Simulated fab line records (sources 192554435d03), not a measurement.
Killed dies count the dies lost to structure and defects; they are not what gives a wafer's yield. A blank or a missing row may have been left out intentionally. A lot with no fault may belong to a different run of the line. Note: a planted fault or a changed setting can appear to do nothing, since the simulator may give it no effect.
Chamber matching | flow n5Finfet | N5_HKMG_FIN_ETCH_86 on rieDiel-06: 4 sister chambers
The step etches SOC in N2/H2, stops on TiN, target depth 393.2 nm. 8 wafers are shown with their chamber, then 8 later ones without.

## WAFERS WITH THEIR CHAMBER
wafer  | chamber | drypumpMotorCurrentA (A) | throttleValvePct (%)
L074.3 | 3       | 5.7                      | 17.61
L081.5 | 0       | 5.8                      | 18.24
L086.2 | 0       | 5.8                      | 18.26
L086.3 | 3       | 5.8                      | 17.64
L092.2 | 1       | 5.9                      | 18.10
L092.3 | 2       | 5.1                      | 18.17
L092.5 | 2       | 5.1                      | 18.19
L093.1 | 1       | 5.9                      | 18.08

## WAFERS WITHOUT THEIR CHAMBER
wafer  | drypumpMotorCurrentA (A) | throttleValvePct (%)
L093.4 | 5.8                      | 18.30
L093.6 | 5.1                      | 18.20
L096.3 | 5.8                      | 17.68
L096.4 | 5.1                      | 18.21
L096.5 | 5.7                      | 17.70
L097.2 | 5.8                      | 17.71
L097.3 | 5.9                      | 18.13
L097.4 | 5.1                      | 18.20

## WHICH CHAMBER EACH ONE RAN IN
wafer  | from the rows above | in truth
L093.4 | 0                   | 0
L093.6 | 2                   | 2
L096.3 | 3                   | 3
L096.4 | 2                   | 2
L096.5 | 3                   | 3
L097.2 | 3                   | 3
L097.3 | 1                   | 1
L097.4 | 2                   | 2
Correct placement for 8 of the 8. Left unplaced by these rows: 0. Number placed wrongly: 0.
How it was worked out, from the rows above alone: a wafer's distance from a chamber is the root of the sum, over the readings, of the square of ((its reading less the chamber's mean) divided by the reading's scatter). The wafer belongs to the nearest chamber; if the next one is less than 2 further off, it can't be placed. For every chamber, the mean is computed from those of its wafers that are shown. The scatter: take each reading less its chamber's mean, square it, sum over the shown wafers, divide by the number of wafers less the number of chambers, and take the root.
